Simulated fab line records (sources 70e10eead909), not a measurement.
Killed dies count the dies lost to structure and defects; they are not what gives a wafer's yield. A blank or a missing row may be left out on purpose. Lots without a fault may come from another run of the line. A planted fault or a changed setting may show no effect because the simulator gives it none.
fab line records + flow nandHarc
record
- lots=6
- wafers=18
- lastDay=32
route steps=1302 shown THIN_TSV@1256
lots untouched by any fault: they come from a run of this same line in which no faults occurred
startH: hours from the record's first day to the start of the lot's first wafer shown + waitH: how many hours have passed since the lot's step before this one + " identical to the entry in the row above + L1.1+2: a single row standing in for several wafers + - either no value or no given start + * or withheld: withheld + < > ~ a bound
route shown NAME@n: NAME is a module with steps in the file, n the number in the route of the first one + usual: the fault-free wafers' mean and standard deviation + same: alike in all rows + chamber/n: place in a boat + sites: per-site readings + _std_site: the standard deviation of these + _edge_site: mean of outer sites minus mean of inner sites + radiusMm: for every site, how far away it sits from the centre of the wafer + mask NAME#n: copy n + behind: tool/chamber where the wafer was last shaped + hold: what put the lot on hold/how long, in hours/how the hold closed + device: which transistor (n, p or np) failed to switch + end of line: at the end of the route, the tests of the same wafers + a step without rows: its recipe alone + killed: the dies lost at the first sort to structure and to defects; this is not the yield of the wafer + map: per-die view of a wafer (x killed, . not killed, _ where there is no die)
set.NAME: the run value of the setting; set.NAME@STEP: its run value at that earlier step + model.NAME: the simulator's own value behind a step, which no gauge read
lots seen at some steps along the route; tables by step, rows by wafer
services: a tool's chamber out of use, with start hour (startH, from the record's first day; less than 0 if before it), hours out, and reason
## steps
# step NHARC_THIN_TSV_EXPOSE_09
# recipe
- na=0.55
- doseMj=30.7
- maskId=TSV
# step NHARC_THIN_TSV_PEB_10
# recipe
- pebTempC=118
- pebTimeS=85
# step NHARC_THIN_TSV_DEVELOP_11
# recipe
- timeS=70
# step NHARC_THIN_TSV_CD_MEAS_12
# recipe
- targetCdNm=1000
- landingEnergyEv=500
# usual
- cdNm=1000.2/2.1
| lot.wafer | tool     | chamber | startH | waitH | cdNm   |
|-----------|----------|---------|--------|-------|--------|
| L598.1    | cdSem-02 | 0       | 538.17 | -     | 1000.2 |
| L598.2    | "        | 0       | "      | "     | 999.8  |
| L598.4    | "        | 0       | "      | "     | 998.9  |
| L605.4    | cdSem-03 | 0       | 627.17 | -     | 999.8  |
| L605.5    | "        | 0       | "      | "     | 1001.4 |
| L605.6    | "        | 0       | "      | "     | 1000.2 |
| L610.3    | cdSem-02 | 0       | 666.87 | -     | 998.7  |
| L610.4    | "        | 0       | "      | "     | 1003.1 |
| L610.5    | "        | 0       | "      | "     | 998.4  |
| L612.3    | cdSem-02 | 0       | 671.44 | -     | 998.0  |
| L612.5    | "        | 0       | "      | "     | 998.9  |
| L612.6    | "        | 0       | "      | "     | 1000.2 |
| L619.1    | cdSem-01 | 0       | 757.33 | -     | 1000.3 |
| L619.3    | "        | 0       | "      | "     | 996.7  |
| L619.6    | "        | 0       | "      | "     | 1001.7 |
| L620.2    | cdSem-01 | 0       | 758.65 | -     | 999.8  |
| L620.3    | "        | 0       | "      | "     | 997.4  |
| L620.6    | "        | 0       | "      | "     | 997.8  |
# step NHARC_THIN_TSV_HARDBAKE_13
# recipe
- tempC=125
- timeS=80
# step NHARC_THIN_TSV_DESCUM_14
# recipe
- timeS=3
- o2FlowSccm=200
- arFlowSccm=0
- biasPowerW=0
- chemistry=O2
# usual
- drypumpMotorCurrentA=6.0/0.35
- o2FlowSccm=200.0/0.63
- oesProductAu=1.000/0.01
- rfVppV=58.0/0.93
- showerheadPlenumPTorr=1.93/0.066
- throttleValvePct=11.310/0.0084
| lot.wafer | tool       | chamber | startH | waitH | drypumpMotorCurrentA | o2FlowSccm | oesProductAu | rfHoursCounterH | rfVppV | showerheadPlenumPTorr | throttleValvePct |
|-----------|------------|---------|--------|-------|----------------------|------------|--------------|-----------------|--------|-----------------------|------------------|
| L598.2    | rieDiel-11 | 2       | 538.34 | -     | 5.9                  | 199.2      | 1.015        | 4.3             | 58.0   | 1.94                  | 11.299           |
| L598.4    | "          | 3       | "      | "     | 5.4                  | 199.6      | 0.987        | 4.5             | 58.6   | 1.97                  | 11.301           |
| L598.1    | "          | 0       | "      | "     | 6.1                  | 200.3      | 0.991        | 4.3             | 58.2   | 1.96                  | 11.313           |
| L605.4    | rieDiel-06 | 1       | 627.32 | -     | 6.2                  | 199.7      | 0.984        | 6.1             | 57.4   | 1.89                  | 11.298           |
| L605.5    | "          | 1       | "      | "     | 6.2                  | 199.8      | 0.988        | -               | 57.4   | 1.89                  | 11.308           |
| L605.6    | "          | 2       | "      | "     | 6.3                  | 200.9      | 0.991        | -               | 56.8   | 1.80                  | 11.313           |
| L610.3    | rieDiel-07 | 3       | 667.07 | -     | 5.4                  | 200.1      | 0.994        | 0.8             | 59.1   | 1.92                  | 11.317           |
| L610.4    | "          | 2       | "      | "     | 6.5                  | 200.4      | 1.008        | 1.2             | 57.0   | 2.01                  | 11.311           |
| L610.5    | "          | 3       | "      | "     | 5.4                  | 200.4      | 1.000        | -               | 57.5   | 1.92                  | 11.316           |
| L612.3    | rieDiel-07 | 0       | 671.61 | -     | 5.9                  | 198.9      | 1.002        | 1.4             | 59.4   | 1.91                  | 11.307           |
| L612.5    | "          | 3       | "      | "     | 5.4                  | 201.0      | 0.997        | -               | 59.2   | 1.92                  | 11.315           |
| L612.6    | "          | 0       | "      | "     | 6.0                  | 198.3      | 1.005        | -               | 58.1   | 1.91                  | 11.294           |
| L619.1    | rieDiel-07 | 3       | 757.49 | -     | 5.4                  | 201.3      | 0.994        | 5.2             | 56.8   | 1.92                  | 11.312           |
| L619.3    | "          | 0       | "      | "     | 5.9                  | 200.0      | 1.003        | 5.3             | 57.9   | 1.91                  | 11.319           |
| L619.6    | "          | 3       | "      | "     | 5.5                  | 201.3      | 1.006        | -               | 57.9   | 1.92                  | 11.308           |
| L620.3    | rieDiel-06 | 1       | 758.81 | -     | 6.2                  | 199.9      | 1.007        | 3.9             | 58.5   | 1.89                  | 11.301           |
| L620.2    | "          | 0       | "      | "     | 6.0                  | 200.8      | 0.994        | 3.6             | 57.3   | 1.93                  | 11.315           |
| L620.6    | "          | 1       | "      | "     | 6.2                  | 199.5      | 1.002        | -               | 60.1   | 1.89                  | 11.312           |
# step NHARC_THIN_TSV_ETCH_44
# recipe
- targetDepthA=15942
- timeS=797.1
- cf4FlowSccm=150
- o2FlowSccm=10
- arFlowSccm=0
- rfW=300
- biasW=800
- chemistry=CF4/O2
# usual
- drypumpMotorCurrentA=6.0/0.35
- o2FlowSccm=10.002/0.03
- oesProductAu=1.000/0.01
- rfVppV=795/4
- showerheadPlenumPTorr=1.84/0.063
- throttleValvePct=16.915/0.0086
| lot.wafer | tool       | chamber | startH | waitH | drypumpMotorCurrentA | o2FlowSccm | oesProductAu | rfHoursCounterH | rfVppV | showerheadPlenumPTorr | throttleValvePct |
|-----------|------------|---------|--------|-------|----------------------|------------|--------------|-----------------|--------|-----------------------|------------------|
| L598.1    | rieDiel-11 | 2       | 538.47 | 0.1   | 5.9                  | 10.030     | 1.009        | 4.4             | 795    | 1.86                  | 16.910           |
| L598.2    | "          | 3       | "      | "     | 5.3                  | 9.983      | 0.988        | 4.6             | 797    | 1.88                  | 16.919           |
| L598.4    | "          | 0       | "      | "     | 6.1                  | 10.000     | 0.995        | 4.4             | 798    | 1.87                  | 16.918           |
| L605.4    | rieDiel-06 | 2       | 627.47 | 0.1   | 6.2                  | 10.028     | 0.978        | 6.8             | 789    | 1.73                  | 16.930           |
| L605.5    | "          | 1       | "      | "     | 6.2                  | 10.012     | 0.984        | -               | 793    | 1.81                  | 16.904           |
| L605.6    | "          | 2       | "      | "     | 6.3                  | 10.041     | 0.986        | -               | 787    | 1.73                  | 16.907           |
| L610.4    | rieDiel-07 | 1       | 667.21 | 0.1   | 6.2                  | 9.953      | 1.004        | 1.3             | 788    | 1.74                  | 16.910           |
| L610.3    | "          | 2       | "      | "     | 6.5                  | 10.001     | 1.003        | 1.3             | 801    | 1.92                  | 16.924           |
| L610.5    | "          | 1       | "      | "     | 6.2                  | 9.944      | 1.007        | -               | 789    | 1.74                  | 16.919           |
| L612.3    | rieDiel-07 | 0       | 671.85 | 0.2   | 5.9                  | 10.064     | 1.004        | 1.6             | 794    | 1.83                  | 16.915           |
| L612.5    | "          | 1       | "      | "     | 6.2                  | 10.010     | 1.000        | -               | 788    | 1.74                  | 16.913           |
| L612.6    | "          | 2       | "      | "     | 6.5                  | 10.046     | 1.014        | -               | 801    | 1.92                  | 16.921           |
| L619.3    | rieDiel-07 | 0       | 757.58 | 0.1   | 5.9                  | 9.997      | 1.001        | 5.4             | 794    | 1.83                  | 16.920           |
| L619.1    | "          | 2       | "      | "     | 6.5                  | 9.994      | 1.021        | 6.1             | 800    | 1.92                  | 16.912           |
| L619.6    | "          | 0       | "      | "     | 5.9                  | 9.999      | 1.010        | -               | 793    | 1.83                  | 16.898           |
| L620.2    | rieDiel-06 | 3       | 758.99 | 0.1   | 6.3                  | 10.012     | 1.006        | 3.5             | 798    | 1.88                  | 16.919           |
| L620.3    | "          | 0       | "      | "     | 6.0                  | 10.005     | 0.988        | 3.7             | 795    | 1.85                  | 16.906           |
| L620.6    | "          | 1       | "      | "     | 6.2                  | 10.007     | 1.012        | -               | 795    | 1.81                  | 16.914           |
# step NHARC_THIN_TSV_ETCH_15
# recipe
- targetDepthA=30000
- boschTargetOveretchCycles=2
- boschEtchStepS=2.8
- boschDepStepS=1.2
- boschCycles=14
# step NHARC_THIN_TSV_CD_MEAS_16
# usual
- cdNm=1000.4/2.3
| lot.wafer | tool     | chamber | startH | waitH | cdNm   |
|-----------|----------|---------|--------|-------|--------|
| L598.1    | cdSem-01 | -       | 539.14 | 0.1   | 1000.4 |
| L598.2    | "        | -       | "      | "     | 1001.6 |
| L598.4    | "        | -       | "      | "     | 999.3  |
| L605.4    | cdSem-03 | -       | 628.14 | 0.1   | 999.1  |
| L605.5    | "        | -       | "      | "     | 1000.5 |
| L605.6    | "        | -       | "      | "     | 999.9  |
| L610.3    | cdSem-01 | -       | 667.88 | 0.1   | 999.6  |
| L610.4    | "        | -       | "      | "     | 1003.5 |
| L610.5    | "        | -       | "      | "     | 999.8  |
| L612.3    | cdSem-03 | -       | 672.41 | 0.1   | 998.2  |
| L612.5    | "        | -       | "      | "     | 1000.8 |
| L612.6    | "        | -       | "      | "     | 1000.9 |
| L619.1    | cdSem-01 | -       | 758.29 | 0.1   | 1000.7 |
| L619.3    | "        | -       | "      | "     | 997.4  |
| L619.6    | "        | -       | "      | "     | 1002.8 |
| L620.2    | cdSem-01 | -       | 759.77 | 0.2   | 999.6  |
| L620.3    | "        | -       | "      | "     | 997.8  |
| L620.6    | "        | -       | "      | "     | 997.3  |
# step NHARC_THIN_TSV_STRIP_45
# recipe
- powerW=1500
- tempC=250
- chemistry=O2
# usual
- drypumpMotorCurrentA=5.9/0.39
- heaterPowerW=328/40
| lot.wafer | tool           | chamber | startH | waitH | drypumpMotorCurrentA | heaterPowerW | rfHoursCounterH |
|-----------|----------------|---------|--------|-------|----------------------|--------------|-----------------|
| L598.1    | plasmaAsher-02 | 0       | 539.21 | 0.1   | 6.5                  | 386          | 25              |
| L598.2    | "              | 1       | "      | "     | 5.5                  | 306          | 25              |
| L598.4    | "              | 1       | "      | "     | 5.5                  | 311          | -               |
| L605.4    | plasmaAsher-02 | 0       | 628.31 | 0.2   | 6.5                  | 380          | -               |
| L605.5    | "              | 0       | "      | "     | 6.5                  | 376          | -               |
| L605.6    | "              | 1       | "      | "     | 5.4                  | 306          | -               |
| L610.4    | plasmaAsher-01 | 0       | 668.04 | 0.2   | 6.0                  | 355          | -               |
| L610.3    | "              | 1       | "      | "     | 5.6                  | 280          | -               |
| L610.5    | "              | 1       | "      | "     | 5.6                  | 280          | -               |
| L612.3    | plasmaAsher-02 | 1       | 672.62 | 0.2   | 5.5                  | 297          | -               |
| L612.6    | "              | 0       | "      | "     | 6.5                  | 367          | -               |
| L612.5    | "              | 1       | "      | "     | 5.5                  | 313          | -               |
| L619.1    | plasmaAsher-01 | 0       | 758.37 | 0.1   | 5.9                  | 347          | 9               |
| L619.3    | "              | 0       | "      | "     | 5.9                  | 346          | -               |
| L619.6    | "              | 0       | "      | "     | 5.9                  | 353          | -               |
| L620.2    | plasmaAsher-01 | 1       | 759.84 | 0.1   | 5.6                  | 287          | 9               |
| L620.3    | "              | 1       | "      | "     | 5.6                  | 291          | -               |
| L620.6    | "              | 1       | "      | "     | 5.6                  | 291          | -               |
# step NHARC_THIN_TSV_STRIP_46
# recipe
- timeS=1200
- tempC=72.5
- chemistry=postEtchResidueRemover
# step NHARC_THIN_TSV_DEP_47
# recipe
- targetThkA=2000
- tempC=withheld
- pressureTorr=6.5
- rfW=900
- teosFlowSccm=161.4
- flowSccm=2650
- targetThkNm=200
- gas=O2
- material=SiO2
# usual
- mfcPrecursorSccm=161.4/0.45
- throttleValvePct=15.8/0.44
| lot.wafer | tool     | chamber | startH | waitH | mfcPrecursorSccm | throttleValvePct |
|-----------|----------|---------|--------|-------|------------------|------------------|
| L598.1    | pecvd-03 | 0       | 540.01 | -     | 160.8            | 15.8             |
| L598.2    | "        | 2       | "      | "     | 161.1            | 15.5             |
| L598.4    | "        | 2       | "      | "     | 161.4            | 15.5             |
| L605.6    | pecvd-03 | 2       | 629.15 | -     | 161.6            | 15.5             |
| L605.5    | "        | 0       | "      | "     | 160.8            | 15.3             |
| L605.4    | "        | 1       | "      | "     | 161.5            | 15.4             |
| L610.3    | pecvd-01 | 2       | 668.83 | -     | 161.3            | 16.2             |
| L610.4    | "        | 0       | "      | "     | 161.9            | 16.2             |
| L610.5    | "        | 1       | "      | "     | 160.7            | 15.5             |
| L612.3    | pecvd-03 | 1       | 673.33 | -     | 161.5            | 15.6             |
| L612.5    | "        | 1       | "      | "     | 161.1            | 15.5             |
| L612.6    | "        | 2       | "      | "     | 161.3            | 15.9             |
| L619.1    | pecvd-03 | 2       | 759.16 | -     | 161.7            | 15.6             |
| L619.3    | "        | 1       | "      | "     | 160.7            | 15.3             |
| L619.6    | "        | 0       | "      | "     | 161.2            | 15.9             |
| L620.2    | pecvd-03 | 0       | 760.68 | -     | 161.2            | 15.6             |
| L620.3    | "        | 1       | "      | "     | 161.2            | 15.7             |
| L620.6    | "        | 2       | "      | "     | 161.4            | 15.6             |
# step NHARC_THIN_TSV_ETCHBACK_48
# recipe
- targetDepthA=10285
- overEtchFrac=0.3
- timeS=405.17
- ionEnergyEv=250
- c4f8FlowSccm=withheld
- arFlowSccm=withheld
- rfW=600
- biasW=300
- chemistry=C4F8/Ar
# usual
- oesProductAu=0.943/0.03
- rfVppV=547.3/2.9
| lot.wafer | tool       | chamber | startH | waitH | oesProductAu | rfHoursCounterH | rfVppV |
|-----------|------------|---------|--------|-------|--------------|-----------------|--------|
| L598.1    | rieDiel-06 | 2       | 540.41 | -     | 0.906        | 2.5             | 541.4  |
| L598.2    | "          | 3       | "      | "     | 0.930        | 2.3             | 550.8  |
| L598.4    | "          | 0       | "      | "     | 0.930        | 1.9             | 548.2  |
| L605.4    | rieDiel-07 | 2       | 629.48 | -     | 0.919        | 9.6             | 551.2  |
| L605.5    | "          | 0       | "      | "     | 0.910        | -               | 546.5  |
| L605.6    | "          | 1       | "      | "     | 0.907        | -               | 543.2  |
| L610.3    | rieDiel-07 | 3       | 669.14 | -     | 0.940        | 1.1             | 547.5  |
| L610.4    | "          | 2       | "      | "     | 0.825        | 1.5             | 551.0  |
| L610.5    | "          | 0       | "      | "     | 0.954        | -               | 548.5  |
| L612.3    | rieDiel-07 | 0       | 673.75 | -     | 0.962        | 1.7             | 546.5  |
| L612.6    | "          | 2       | "      | "     | 0.852        | -               | 551.3  |
| L612.5    | "          | 3       | "      | "     | 0.946        | -               | 546.2  |
| L619.1    | rieDiel-06 | 3       | 759.56 | -     | 0.997        | 3.9             | 549.5  |
| L619.3    | "          | 1       | "      | "     | 1.005        | 4.4             | 545.3  |
| L619.6    | "          | 0       | "      | "     | 0.988        | -               | 546.6  |
| L620.2    | rieDiel-07 | 0       | 761.11 | -     | 0.923        | 5.9             | 546.1  |
| L620.3    | "          | 1       | "      | "     | 0.931        | 6.6             | 542.2  |
| L620.6    | "          | 3       | "      | "     | 0.932        | -               | 546.0  |
# step NHARC_THIN_TSV_STRIP_62
# recipe
- powerW=1500
- tempC=250
- timeS=20
- chemistry=N2/H2
# usual
- drypumpMotorCurrentA=5.9/0.44
- heaterPowerW=333/40
| lot.wafer | tool           | chamber | startH | waitH | drypumpMotorCurrentA | heaterPowerW | rfHoursCounterH |
|-----------|----------------|---------|--------|-------|----------------------|--------------|-----------------|
| L598.2    | plasmaAsher-02 | 0       | 540.77 | -     | 6.5                  | 386          | 25              |
| L598.1    | "              | 1       | "      | "     | 5.5                  | 301          | 25              |
| L598.4    | "              | 0       | "      | "     | 6.5                  | 387          | -               |
| L605.4    | plasmaAsher-01 | 0       | 629.83 | -     | 5.9                  | 351          | -               |
| L605.5    | "              | 1       | "      | "     | 5.6                  | 275          | -               |
| L605.6    | "              | 0       | "      | "     | 6.0                  | 353          | -               |
| L610.3    | plasmaAsher-02 | 1       | 669.54 | -     | 5.5                  | 304          | -               |
| L610.4    | "              | 0       | "      | "     | 6.5                  | 378          | -               |
| L610.5    | "              | 1       | "      | "     | 5.5                  | 303          | -               |
| L612.3    | plasmaAsher-01 | 0       | 674.10 | -     | 6.0                  | 342          | -               |
| L612.5    | "              | 1       | "      | "     | 5.6                  | 279          | -               |
| L612.6    | "              | 0       | "      | "     | 6.0                  | 350          | -               |
| L619.1    | plasmaAsher-02 | 1       | 760.02 | -     | 5.5                  | 294          | 33              |
| L619.3    | "              | 1       | "      | "     | 5.5                  | 308          | -               |
| L619.6    | "              | 1       | "      | "     | 5.5                  | 299          | -               |
| L620.2    | plasmaAsher-02 | 1       | 761.42 | -     | 5.5                  | 298          | 33              |
| L620.3    | "              | 0       | "      | "     | 6.5                  | 377          | -               |
| L620.6    | "              | 0       | "      | "     | 6.5                  | 373          | -               |
## services
| tool           | chamber | startH | hours | kind   |
|----------------|---------|--------|-------|--------|
| plasmaAsher-01 | -       | 519.28 | 9.0   | pm     |
| rieDiel-07     | 0       | 529.27 | -     | clean  |
| rieDiel-07     | 1       | 529.27 | -     | clean  |
| rieDiel-07     | 2       | 529.27 | -     | clean  |
| rieDiel-07     | 3       | 529.27 | -     | clean  |
| pecvd-03       | -       | 547.96 | 13.0  | pm     |
| rieDiel-07     | 3       | 600.17 | 7.3   | repair |
| plasmaAsher-02 | -       | 603.28 | 9.0   | pm     |
| rieDiel-06     | 1       | 604.71 | 6.5   | repair |
| rieDiel-11     | -       | 609.50 | 9.0   | pm     |
| rieDiel-11     | 2       | 621.97 | 5.7   | repair |
| rieDiel-07     | -       | 648.27 | 9.0   | pm     |
| rieDiel-06     | -       | 661.22 | 9.0   | pm     |
| pecvd-01       | -       | 673.00 | 13.0  | pm     |
| rieDiel-06     | 0       | 687.96 | 4.0   | repair |
| plasmaAsher-01 | -       | 696.32 | 9.0   | pm     |
| pecvd-01       | 0       | 706.46 | 5.2   | repair |
| rieDiel-11     | -       | 710.16 | 0.3   | repair |
| rieDiel-11     | 2       | 715.42 | 17.1  | repair |
| pecvd-03       | 0       | 726.25 | 8.9   | repair |
| pecvd-03       | -       | 728.96 | 13.0  | pm     |
| rieDiel-11     | 0       | 730.26 | 1.4   | repair |
| pecvd-01       | 2       | 742.04 | 4.0   | repair |
| rieDiel-06     | 2       | 753.29 | 6.4   | repair |
## key
firstSign
- step=NHARC_THIN_TSV_ETCHBACK_48
- reading=oesProductAu
- direction=down
- sigmas=3.5
- usual=0.943
- struck=0.838
effect none on later readings
metAt NHARC_THIN_TSV_ETCHBACK_48
struckWafers L610.4,L612.6
laterRowsLeftOut L612.6
sortLeftOut L610.4,L612.6
onsetBetween 629.48 669.14
fault
- kind=processParameterDrift
- tool=rieDiel-07
- chamber=2
- onsetH=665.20
- steps=NHARC_THIN_TSV_ETCHBACK_48
- channel=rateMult
- offset=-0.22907
- shape=step
- endH=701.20
# sortLeftOut: the simulated sort isn't trusted on such a fault, so these wafers' sort isn't shown, and their yield isn't known
# laterRowsLeftOut: the simulator's readings of these wafers behind a module that went badly wrong aren't trusted and aren't shown, but for the sort
